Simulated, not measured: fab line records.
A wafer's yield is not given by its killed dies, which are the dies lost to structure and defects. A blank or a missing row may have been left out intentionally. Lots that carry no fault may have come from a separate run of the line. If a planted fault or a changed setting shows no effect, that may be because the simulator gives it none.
fab line records	flow nand_harc
record: lots: 12	wafers: 36	last_day: 34
route steps=1302 shown A_CONTACT@1102 A_BLC@1125 END@1302
lots that met no fault: taken from a fault-free run of the same line
start_h: start of the lot's first displayed wafer, in hours after the record's first day	wait_h: how many hours have passed since the lot's step before this one	" the same as in the row above	L1.1+2: several wafers, shown together as one row	- no value present, or no start provided	* or withheld: withheld	< > ~ a bound
route shown NAME@n: a module of which the file shows steps, and the number in the route of the first	usual: mean/standard deviation of fault-free wafers	same: alike in all rows	chamber/n: place in a boat	sites: per-site readings	_std_site: the standard deviation of these	_edge_site: the outer-site mean with the inner-site mean subtracted	radius_mm: for every site, how far away it sits from the centre of the wafer	mask NAME#n: copy n	behind: the most recent tool/chamber to have shaped the wafer	hold: the reason the lot was held/the length of the hold in hours/how it ended	device: transistor that didn't switch, given as n, p or np	end of line: the route-end tests of the same wafers	a step without rows: its recipe alone	killed: dies that structure and defects cost at the first sort, which is not the same as the wafer's yield	map: dies across one wafer; x = killed, . = not, _ = none there
set.NAME: the setting as run; set.NAME@STEP: as run at that earlier step	model.NAME: the simulator's own value behind a step, which no gauge read
the route's steps for a sample of lots (tables are steps, rows are wafers)
services: when a tool's chamber went out of use (start_h, in hours from the record's first day, below 0 if earlier), for how many hours, and the reason
== steps ==
step: NHARC_A_CONTACT_CVD_19
recipe: target_thk_a: 3000	temp_c: 300	pressure_torr: 40	wf6_flow_sccm: 40	h2_flow_sccm: 1600	ar_flow_sccm: 1560	time_s: 802	material: W
usual: heater_power_outer_w: 256/9.9	heater_power_w: 456/25	mfc_h2_sccm: 1600/5	throttle_valve_pct: 7.83/0.19
lot.wafer	tool	chamber	start_h	wait_h	heater_power_outer_w	heater_power_w	mfc_h2_sccm	throttle_valve_pct
L387.3	cvd_w-02	1	-	-	266	483	1596	8.02
L387.6	"	1	"	"	266	499	1591	7.67
L387.5	"	0	"	"	262	454	1604	7.81
L390.1	cvd_w-02	0	546.20	-	263	457	1608	7.76
L390.4	"	0	"	"	264	460	1608	7.65
L390.5	"	0	"	"	264	457	1607	7.79
L391.2	cvd_w-01	0	-	-	244	468	1606	7.91
L391.3	"	1	"	"	258	437	1595	7.60
L391.4	"	0	"	"	246	457	1603	7.90
L396.3	cvd_w-01	0	-	-	245	463	1605	8.20
L396.4	"	0	"	"	252	463	1605	7.94
L396.6	"	0	"	"	245	466	1599	7.96
L397.2	cvd_w-01	0	-	-	243	447	1598	7.73
L397.1	"	1	"	"	264	434	1607	7.99
L397.6	"	0	"	"	252	468	1600	7.70
L398.1	cvd_w-01	0	-	-	244	452	1602	7.78
L398.4	"	0	"	"	239	475	1600	8.08
L398.5	"	0	"	"	245	447	1599	7.76
L403.2	cvd_w-01	1	-	-	251	436	1607	7.67
L403.5	"	1	"	"	257	430	1602	7.70
L403.6	"	0	"	"	243	455	1598	8.01
L405.2	cvd_w-01	1	-	-	262	451	1597	7.71
L405.3	"	0	"	"	247	459	1593	8.00
L405.5	"	0	"	"	257	447	1592	7.80
L406.2	cvd_w-01	1	-	-	265	434	1598	7.63
L406.4	"	1	"	"	258	424	1604	7.98
L406.5	"	1	"	"	257	433	1597	7.55
L407.2	cvd_w-01	1	-	-	257	435	1601	7.78
L407.3	"	1	"	"	263	437	1599	7.68
L407.5	"	0	"	"	248	452	1599	7.90
L409.1	cvd_w-02	1	-	-	270	509	1597	7.55
L409.4	"	1	"	"	272	500	1598	7.48
L409.3	"	0	"	"	258	440	1597	7.77
L410.1	cvd_w-01	0	-	-	225	424	1601	7.80
L410.4	"	0	"	"	228	417	1604	7.82
L410.5	"	1	"	"	252	415	1602	7.64
step: NHARC_A_BLC_STRIP_29
recipe: cf4_flow_sccm: 150	ar_flow_sccm: 0	bias_w: 0	chemistry: CF4
usual: chamber_pressure_mTorr: 49.99/0.042	drypump_motor_current_A: 5.7/0.41	oes_product_au: 1.001/0.014	rf_vpp_V: 59.2/0.9	showerhead_plenum_p_Torr: 1.75/0.072	throttle_valve_pct: 13.284/0.0092
lot.wafer	tool	chamber	start_h	wait_h	chamber_pressure_mTorr	drypump_motor_current_A	oes_product_au	rf_hours_counter_h	rf_vpp_V	showerhead_plenum_p_Torr	throttle_valve_pct
L387.3	rie_diel-02	2	515.07	0.1	50.01	5.5	0.996	6	59.5	1.83	13.278
L387.5	"	2	"	"	50.01	5.5	0.998	-	60.4	1.83	13.277
L387.6	"	3	"	"	49.99	5.8	1.003	-	59.7	1.85	13.277
L390.1	rie_diel-02	0	549.10	0.1	49.94	5.1	0.975	8	59.5	1.72	13.277
L390.4	"	3	"	"	49.96	5.8	0.993	8	60.2	1.85	13.275
L390.5	"	0	"	"	50.02	5.1	0.983	-	59.1	1.72	13.303
L391.4	rie_diel-07	1	565.93	0.1	49.97	6.3	1.005	26	60.1	1.69	13.289
L391.2	"	3	"	"	50.01	4.9	0.984	31	58.8	1.67	13.284
L391.3	"	0	"	"	50.02	5.8	1.003	29	58.4	1.73	13.279
L396.3	rie_diel-02	2	619.63	0.1	50.03	5.5	1.009	2	59.6	1.83	13.272
L396.4	"	1	"	"	50.01	6.0	1.012	2	58.4	1.66	13.301
L396.6	"	2	"	"	50.08	5.5	1.018	-	59.0	1.83	13.289
L397.2	rie_diel-01	2	629.38	0.1	50.01	5.3	1.014	3	58.6	1.68	13.281
L397.1	"	3	"	"	49.98	5.4	1.001	4	61.3	1.86	13.297
L397.6	"	2	"	"	49.99	5.3	1.004	-	60.8	1.68	13.276
L398.4	rie_diel-01	3	642.31	0.1	50.01	5.3	0.981	5	59.1	1.86	13.277
L398.1	"	0	"	"	49.91	6.3	0.998	5	58.8	1.71	13.282
L398.5	"	2	"	"	49.99	5.3	0.999	-	58.3	1.68	13.299
L403.2	rie_diel-01	1	679.17	0.1	49.95	5.5	0.994	8	58.5	1.77	13.274
L403.5	"	1	"	"	49.98	5.5	0.980	-	58.8	1.77	13.301
L403.6	"	2	"	"	50.00	5.2	1.005	-	59.3	1.67	13.285
L405.3	rie_diel-02	1	694.95	0.1	50.08	6.0	1.009	7	57.5	1.66	13.276
L405.2	"	3	"	"	49.97	5.8	1.020	7	60.2	1.85	13.285
L405.5	"	0	"	"	49.98	5.1	0.974	-	59.4	1.72	13.296
L406.2	rie_diel-01	3	714.80	0.1	49.98	5.3	0.991	12	60.7	1.86	13.286
L406.4	"	3	"	"	50.05	5.3	0.995	-	60.7	1.86	13.282
L406.5	"	0	"	"	50.01	6.3	1.018	-	59.4	1.71	13.302
L407.3	rie_diel-02	2	716.55	0.1	50.03	5.5	1.020	8	59.6	1.83	13.280
L407.2	"	3	"	"	49.98	5.8	1.017	9	59.3	1.85	13.277
L407.5	"	0	"	"	50.00	5.1	0.980	-	59.7	1.72	13.276
L409.1	rie_diel-01	3	728.01	0.1	49.98	5.4	0.981	14	59.2	1.86	13.281
L409.4	"	0	"	"	49.95	6.3	1.013	15	58.4	1.71	13.296
L409.3	"	2	"	"	49.98	5.3	1.007	13	59.3	1.67	13.284
L410.1	rie_diel-02	3	779.14	0.1	50.00	5.8	0.996	1	60.5	1.85	13.276
L410.4	"	2	"	"	49.97	5.5	0.997	1	59.7	1.83	13.290
L410.5	"	0	"	"	49.95	5.1	0.995	-	60.0	1.72	13.278
step: NHARC_A_BLC_ALD_23
recipe: target_thk_a: 30	pulse_time_s: 1	ald_cycles: 150	temp_c: 450	material: TiN
usual: ald_cycles: 150/0	heater_power_outer_w: 706/71	heater_power_w: 1083/100	precursor_pulse_height_rel: 0.999/0.018
lot.wafer	tool	chamber	start_h	wait_h	ald_cycles	heater_power_outer_w	heater_power_w	precursor_pulse_height_rel
L387.3	ald_metal-03	3	515.90	-	150	684	1073	1.010
L387.6	"	0	"	"	150	681	1033	1.032
L387.5	"	3	"	"	150	687	1044	0.980
L390.1	ald_metal-04	2	549.89	-	150	643	991	1.015
L390.4	"	0	"	"	150	720	1115	0.978
L390.5	"	2	"	"	150	631	1017	0.985
L391.2	ald_metal-01	3	566.70	-	150	696	1104	0.988
L391.3	"	0	"	"	150	854	1317	1.014
L391.4	"	1	"	"	150	629	1035	0.976
L396.3	ald_metal-04	1	620.41	-	150	740	1212	1.016
L396.4	"	2	"	"	70	644	988	0.993
L396.6	"	1	"	"	70	777	1173	0.987
L397.1	ald_metal-04	3	630.18	-	70	589	897	1.007
L397.2	"	0	"	"	150	729	1147	1.010
L397.6	"	2	"	"	70	646	988	0.991
L398.1	ald_metal-01	2	643.07	-	150	699	1058	1.045
L398.4	"	0	"	"	150	882	1290	1.046
L398.5	"	2	"	"	150	714	1069	0.991
L403.2	ald_metal-03	0	679.99	-	150	734	1067	1.022
L403.6	"	2	"	"	150	773	1106	1.004
L403.5	"	3	"	"	150	658	1009	0.989
L405.3	ald_metal-04	1	695.71	-	150	778	1220	0.961
L405.2	"	3	"	"	150	589	908	0.993
L405.5	"	1	"	"	150	772	1187	0.971
L406.4	ald_metal-04	2	715.64	-	150	653	973	0.993
L406.2	"	3	"	"	150	584	876	1.006
L406.5	"	1	"	"	150	762	1177	0.987
L407.2	ald_metal-03	1	717.31	-	150	693	1053	1.008
L407.3	"	2	"	"	150	778	1139	0.993
L407.5	"	1	"	"	150	685	1072	0.974
L409.4	ald_metal-03	2	728.80	-	150	766	1133	1.006
L409.3	"	3	"	"	150	659	1024	0.979
L409.1	"	0	"	"	150	737	1119	0.974
L410.1	ald_metal-03	0	779.93	-	150	678	1020	0.995
L410.4	"	2	"	"	150	795	1144	0.991
L410.5	"	3	"	"	150	681	1054	0.973
step: NHARC_A_BLC_INSPECT_28
usual: raw_defect_count: 566/140
lot.wafer	tool	chamber	start_h	wait_h	raw_defect_count
L387.3	defect_inspect-02	-	517.02	0.1	378
L387.5	"	-	"	"	363
L387.6	"	-	"	"	665
L390.1	defect_inspect-01	-	551.00	0.1	411
L390.4	"	-	"	"	584
L390.5	"	-	"	"	487
L391.2	defect_inspect-02	-	567.83	0.1	809
L391.3	"	-	"	"	704
L391.4	"	-	"	"	661
L396.3	defect_inspect-01	-	621.54	0.1	410
L396.4	"	-	"	"	533
L396.6	"	-	"	"	616
L397.1	defect_inspect-01	-	631.27	0.1	496
L397.2	"	-	"	"	412
L397.6	"	-	"	"	391
L398.1	defect_inspect-01	-	644.63	0.1	796
L398.4	"	-	"	"	562
L398.5	"	-	"	"	634
L403.2	defect_inspect-01	-	681.08	0.1	512
L403.5	"	-	"	"	745
L403.6	"	-	"	"	426
L405.2	defect_inspect-02	-	696.83	0.1	478
L405.3	"	-	"	"	475
L405.5	"	-	"	"	350
L406.2	defect_inspect-02	-	717.18	0.1	440
L406.4	"	-	"	"	427
L406.5	"	-	"	"	568
L407.2	defect_inspect-01	-	718.43	0.1	505
L407.3	"	-	"	"	582
L407.5	"	-	"	"	533
L409.1	defect_inspect-01	-	729.95	0.1	807
L409.3	"	-	"	"	599
L409.4	"	-	"	"	552
L410.1	defect_inspect-02	-	781.05	0.1	402
L410.4	"	-	"	"	556
L410.5	"	-	"	"	540
step: NHARC_END_SORT_01
recipe: temp_c: 25
usual: killed_at_array: 56/17	killed_at_other: 1.2/1.4	killed_at_periphery: 4/3.2	killed_dies: 61/16	killed_open: 3.6/2.1	killed_short: 2.7/1.8
same: gross_dies: 677
lot.wafer	tool	chamber	start_h	wait_h	killed_at_array	killed_at_other	killed_at_periphery	killed_dies	killed_open	killed_short
L396.3	prober-01	0	663.86	3.1	36	1	3	40	2	4
L396.4	prober-01	0	664.67	3.4	670	0	7	677	3	2
L396.6	prober-01	0	666.29	4.1	673	1	3	677	1	1
L397.1	prober-02	0	675.06	2.5	674	0	3	677	4	1
L397.2	prober-02	0	675.87	2.8	49	1	5	55	5	2
L397.6	prober-02	0	679.11	4.1	672	0	5	677	2	2
killed by level:class
L396.3 A_CHANNEL_HOLE_D2:chamber_film_flake=14 A_CHANNEL_HOLE_D1:chamber_film_flake=7 A_CONTACT:chamber_film_flake=4 A_STAIRCASE:chamber_film_flake=2 A_SLIT:chamber_film_flake=2 P_M0:geometric_particle:open=1 A_ONON_D1:geometric_particle:short=1 A_CHANNEL_FILL_D1:geometric_particle:short=1
L396.4 A_BLC:area_ald=621 A_CHANNEL_HOLE_D2:chamber_film_flake=23 A_CHANNEL_HOLE_D1:chamber_film_flake=7 A_STAIRCASE:chamber_film_flake=6 A_M0:chamber_film_flake=4 A_CHANNEL_HOLE_D1:geometric_particle:open=3 P_BONDPAD:chamber_film_flake=3 A_CONTACT:chamber_film_flake=3
L396.6 A_BLC:area_ald=636 A_CHANNEL_HOLE_D2:chamber_film_flake=18 A_CHANNEL_HOLE_D1:chamber_film_flake=9 A_CONTACT:chamber_film_flake=3 A_STAIRCASE:chamber_film_flake=2 P_M1:chamber_film_flake=2 A_CHANNEL_FILL_D2:chamber_film_flake=2 A_ONON_D2:geometric_particle:open=1
L397.1 A_BLC:area_ald=629 A_SLIT:chamber_film_flake=35 A_STAIRCASE:chamber_film_flake=2 P_GATE:geometric_particle:open=1 A_CHANNEL_HOLE_D2:geometric_particle:short=1 A_CHANNEL_FILL_D2:geometric_particle:open=1 A_STAIRCASE:geometric_particle:open=1 A_SGD_CUT:geometric_particle:open=1
L397.2 A_SLIT:chamber_film_flake=31 A_CHANNEL_HOLE_D1:chamber_film_flake=6 A_STAIRCASE:chamber_film_flake=4 A_M0:geometric_particle:open=2 A_CHANNEL_HOLE_D2:chamber_film_flake=2 P_CONTACT:geometric_particle:open=1 P_M0:geometric_particle:short=1 P_M1:geometric_particle:open=1
L397.6 A_BLC:area_ald=630 A_SLIT:chamber_film_flake=30 A_CHANNEL_HOLE_D1:chamber_film_flake=3 A_SGD_CUT:geometric_particle:short=2 P_ZERO_WELL:chamber_film_flake=2 P_BONDPAD:chamber_film_flake=2 P_GATE:geometric_particle:open=1 A_DECK1_JOINT:geometric_particle:open=1
== services ==
tool	chamber	start_h	hours	kind
cvd_w-01	0	491.19	9.2	repair
rie_diel-01	-	493.19	3.4	repair
ald_metal-03	0	499.91	3.7	repair
ald_metal-03	2	500.57	18.0	repair
cvd_w-01	-	503.43	10.9	repair
cvd_w-01	-	534.52	15.2	repair
cvd_w-01	-	549.73	13.0	pm
rie_diel-01	-	557.81	9.0	pm
ald_metal-03	-	566.22	5.2	repair
rie_diel-02	-	570.71	9.0	pm
rie_diel-01	3	570.81	5.3	repair
rie_diel-01	2	592.87	5.7	repair
rie_diel-01	1	595.90	9.8	repair
cvd_w-01	1	603.67	13.1	repair
rie_diel-02	1	637.50	6.2	repair
ald_metal-04	-	652.00	10.0	pm
cvd_w-01	-	702.92	1.2	repair
rie_diel-01	1	708.89	15.4	repair
ald_metal-04	-	723.14	0.6	repair
rie_diel-02	1	723.25	2.1	repair
cvd_w-01	-	730.73	13.0	pm
rie_diel-01	-	734.81	9.0	pm
rie_diel-02	-	747.71	9.0	pm
rie_diel-01	2	747.84	8.0	repair
== key ==
first_sign: step: NHARC_A_BLC_ALD_23	reading: ald_cycles	direction: down	sigmas: 99+	usual: 150	struck: 70
effect: step: NHARC_END_SORT_01	reading: killed_dies	direction: up	sigmas: 37	usual: 61	struck: 677
more_kills_born_at: NHARC_A_BLC_ALD_23@ald_metal-04: 2516
met_at NHARC_A_BLC_ALD_23
struck_lots L396,L397
struck_wafers L396.4,L396.6,L397.1,L397.6
later_rows_left_out L396.4,L396.6,L397.1,L397.6
tester_left_out L396,L397
not_acting_at NHARC_A_CONTACT_CVD_19,NHARC_A_BLC_STRIP_29,NHARC_A_BLC_INSPECT_28
onset_between 549.89 620.41
fault: kind: process_parameter_drift	tool: ald_metal-04	chamber: -	onset_h: 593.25	steps: NHARC_A_BLC_ALD_23	channel: ald_cycles	offset: -80	shape: step	end_h: 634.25	scope: struck_wafers_only	acts_in: these_recipes_only	stated: 150
tester_left_out: of these lots the tester's yield and bins aren't shown, on N5 and GAA mostly nor the transistor test; their killed dies are dies lost to structure and defects alone, not to doping, threshold or leakage, so they don't give the yield
later_rows_left_out: the simulator's readings of these wafers behind a module that went badly wrong aren't trusted and aren't shown, but for the sort
